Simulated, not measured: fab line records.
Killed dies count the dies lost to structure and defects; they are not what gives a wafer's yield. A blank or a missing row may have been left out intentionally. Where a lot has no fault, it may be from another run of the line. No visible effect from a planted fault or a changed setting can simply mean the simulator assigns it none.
A struck lot beside a sound one | flow nandHarc | 15 out of 1302 route steps
Sound: the wafers L740.1, L740.3, L740.6. Struck: wafer L750.4. (L750.2, L750.3 of the same lot were not struck and are left out.) The cause comes at the end.
Each step with rows lists, per side, the tool, then ch with its chambers, then its first start. Under that, the readings that differ: sound wafers | struck wafers | difference of the means | sigmas: that difference in standard deviations of wafers without a fault.
alike: a reading whose means differ by less than 2 such deviations, as well as words and numbers matching on both sides. not compared: withheld readings; readings where some wafer has no value; bounds like >300 that might hide an equal value; numbers whose values overlap and for which the record gives no deviation.
Wherever a step has rows on one side only, a row that says differs or no value, or a row with sigmas, the two part there. Numbers that don't overlap but have no deviation are shown without sigmas and don't part them. A reading missing from all wafers of one side parts the sides only when that side holds two or more wafers.

NHARC_A_DECK1_JOINT_ETCHBACK_00: etches the open film in HBr, target depth 30 nm, time 17.4 s.
  sound on rieSi-05 ch 0,2, day 12 18:37; struck on rieSi-03 ch 2, day 17 08:20
reading                  | sound       | struck | difference | sigmas
drypumpMotorCurrentA (A) | 6.3 6.3 6.3 | 5.6    | -0.7       | -2
  alike: heBacksideLeakSccm, oesProductAu, throttleValvePct
  not compared: rfHoursCounterH
then, 8 steps without rows for these wafers: NHARC_A_DECK1_JOINT_PRECLEAN_30 (cleans in SC1); NHARC_A_DECK1_JOINT_SRD_31; NHARC_A_DECK1_JOINT_CVD_34 (deposits SiNx, target thk 20 nm); NHARC_A_DECK1_JOINT_DEP_06 (deposits SiOx, target thk 80 nm); NHARC_A_DECK1_JOINT_CURE_26 (time 32 s); NHARC_A_DECK1_JOINT_ANNEAL_27 (time 3600 s); NHARC_A_DECK1_JOINT_ANNEAL_28 (time 1800 s); NHARC_A_DECK1_JOINT_ANNEAL_29 (time 1800 s).
NHARC_A_DECK1_JOINT_CMP_02: polishes SiOx.
  sound on cmp-03 ch 0,1,2, day 13 17:13; struck on cmp-01 ch 0, day 18 09:26
  alike: edgeZonePressureFrac, motorCurrentA
then, 1 step without rows for these wafers: NHARC_A_DECK1_JOINT_SRD_15.
NHARC_A_DECK1_JOINT_DEP_16: deposits SiO2, target thk 45 nm.
  sound on pecvd-01 ch 0,1, day 13 17:36; struck on pecvd-01 ch 2, day 18 09:48
reading              | sound          | struck | difference | sigmas
throttleValvePct (%) | 16.6 16.0 16.6 | 15.4   | -1.0       | -2
  alike: heaterPowerOuterW, heaterPowerW
NHARC_A_DECK1_JOINT_THK_MEAS_17: measures by ellipsometry.
  struck on filmMetro-02, day 18 10:04; sound on filmMetro-02, day 13 17:53
reading    | sound          | struck | difference | sigmas
thkNm (nm) | 44.9 44.7 44.0 | 73.2   | +28.7      | +24
NHARC_A_DECK1_JOINT_INSPECT_05:
  struck on defectInspect-01, day 18 10:07; sound on defectInspect-01, day 13 17:55
  alike: rawDefectCount
-- the record jumps here: 12 days lie between the struck wafers' starts before and after (it left off in module A_DECK1_JOINT and takes up again in module END, whose first step shown is number 1302 of the route) --
NHARC_END_SORT_01:
  sound on prober-01 ch 0, day 25 15:10; struck on prober-01 ch 0, day 30 11:13
reading     | sound | struck | difference | sigmas
killedShort | 4 3 0 | 7      | +5         | +3
  alike: killedAtArray, killedAtOther, killedAtPeriphery, killedDies, killedOpen

WHERE THEY PART
Last at NHARC_END_SORT_01 as far as this record goes, first at NHARC_A_DECK1_JOINT_ETCHBACK_00.

WHY: the cause the simulator had injected
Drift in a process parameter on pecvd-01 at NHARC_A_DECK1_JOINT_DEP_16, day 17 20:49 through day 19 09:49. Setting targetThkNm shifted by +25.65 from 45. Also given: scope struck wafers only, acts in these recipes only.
